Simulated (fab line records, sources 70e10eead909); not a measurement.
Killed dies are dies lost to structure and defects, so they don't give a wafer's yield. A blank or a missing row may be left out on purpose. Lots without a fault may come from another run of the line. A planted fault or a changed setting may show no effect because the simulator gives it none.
A struck lot beside a sound one | flow nand_harc | 13 steps out of a route of 1159
Sound: wafers L727.3, L727.4, L727.5. Struck: wafers L739.4, L739.6. (L739.3 of the same lot was not struck and is left out.) The cause comes at the end.
At each step with rows: each side's tool, then ch and its chambers, then its first start. Under that, the readings that differ: sound wafers | struck wafers | difference of the means | sigmas: that difference in standard deviations of wafers without a fault.
alike: readings whose means differ by less than 2 such deviations, and words and numbers that are the same on both sides. not compared: withheld readings, readings that some wafer has no value for, bounds like >300 that may hide the same value, and numbers for which the record gives no deviation and whose values overlap.
The two part at a step that has a row with sigmas, a row that says differs or no value, or rows on one side only. Numbers that don't overlap but have no deviation are shown without sigmas and don't part them. A reading that every wafer of one side lacks parts them only if that side has two wafers or more.

first, 7 steps without rows for these wafers: NHARC_A_STAIRCASE_COAT_178; NHARC_A_STAIRCASE_SOFTBAKE_179 (time 170 s); NHARC_A_STAIRCASE_EBR_180; NHARC_A_STAIRCASE_EXPOSE_181 (exposes mask STAIR 2); NHARC_A_STAIRCASE_PEB_182 (peb time 130 s); NHARC_A_STAIRCASE_DEVELOP_183 (time 140 s); NHARC_A_STAIRCASE_HARDBAKE_185 (time 140 s).
NHARC_A_STAIRCASE_DESCUM_186: chemistry O2, time 3 s.
  sound on rie_diel-01 ch 0,2, day 11 12:32; struck on rie_diel-03 ch 0,2, day 14 21:55
  alike: drypump_motor_current_A, mfc_ar_sccm, o2_flow_sccm, oes_product_au, rf_vpp_V, showerhead_plenum_p_Torr, throttle_valve_pct
  not compared: rf_hours_counter_h
NHARC_A_STAIRCASE_TRIM_187: chemistry O2, time 211.2 s.
  sound on rie_diel-01 ch 0,1,2, day 11 12:42; struck on rie_diel-03 ch 0,2, day 14 22:04
  alike: drypump_motor_current_A, mfc_ar_sccm, o2_flow_sccm, oes_product_au, rf_vpp_V, showerhead_plenum_p_Torr, throttle_valve_pct
  not compared: rf_hours_counter_h
NHARC_A_STAIRCASE_ETCH_188: etches the open film in C4F8/O2, target depth 100 nm, time 40.5 s.
  sound on rie_diel-01 ch 1,3; struck on rie_diel-03 ch 0,2
  alike: oes_product_au, rf_vpp_V, run_length_s
  not compared: rf_hours_counter_h
NHARC_A_STAIRCASE_TRIM_189: chemistry O2, time 211.2 s.
  sound on rie_diel-01 ch 0,1,3; struck on rie_diel-03 ch 2,3
  alike: drypump_motor_current_A, mfc_ar_sccm, o2_flow_sccm, oes_product_au, rf_vpp_V, showerhead_plenum_p_Torr, throttle_valve_pct
  not compared: rf_hours_counter_h
NHARC_A_STAIRCASE_ETCH_190: etches the open film in C4F8/O2, target depth 100 nm, time 40.5 s.
  sound on rie_diel-01 ch 1,3, day 11 13:09; struck on rie_diel-03 ch 0,2, day 14 22:37
  reading               | sound             | struck      | difference | sigmas
  oes_product_au (a.u.) | 0.931 0.931 0.927 | 0.953 0.964 | +0.029     | +2
  run_length_s (s)      | 61.5 62.1 62.0    | 74.6 73.6   | +12.2      | +22
  alike: rf_vpp_V
  not compared: rf_hours_counter_h
NHARC_A_STAIRCASE_TRIM_191: chemistry O2, time 211.2 s.
  sound on rie_diel-01 ch 1,3; struck on rie_diel-03 ch 2,3
  alike: drypump_motor_current_A, mfc_ar_sccm, o2_flow_sccm, oes_product_au, rf_vpp_V, showerhead_plenum_p_Torr, throttle_valve_pct
  not compared: rf_hours_counter_h

WHERE THEY PART
Only at NHARC_A_STAIRCASE_ETCH_190, within this record. Later steps at which nothing parts them and some readings are alike: NHARC_A_STAIRCASE_TRIM_191.

WHY: what the simulator had put in
Process parameter drift: rie_diel-03, from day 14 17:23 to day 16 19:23, at NHARC_A_STAIRCASE_ETCH_190. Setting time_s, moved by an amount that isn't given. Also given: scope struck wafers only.
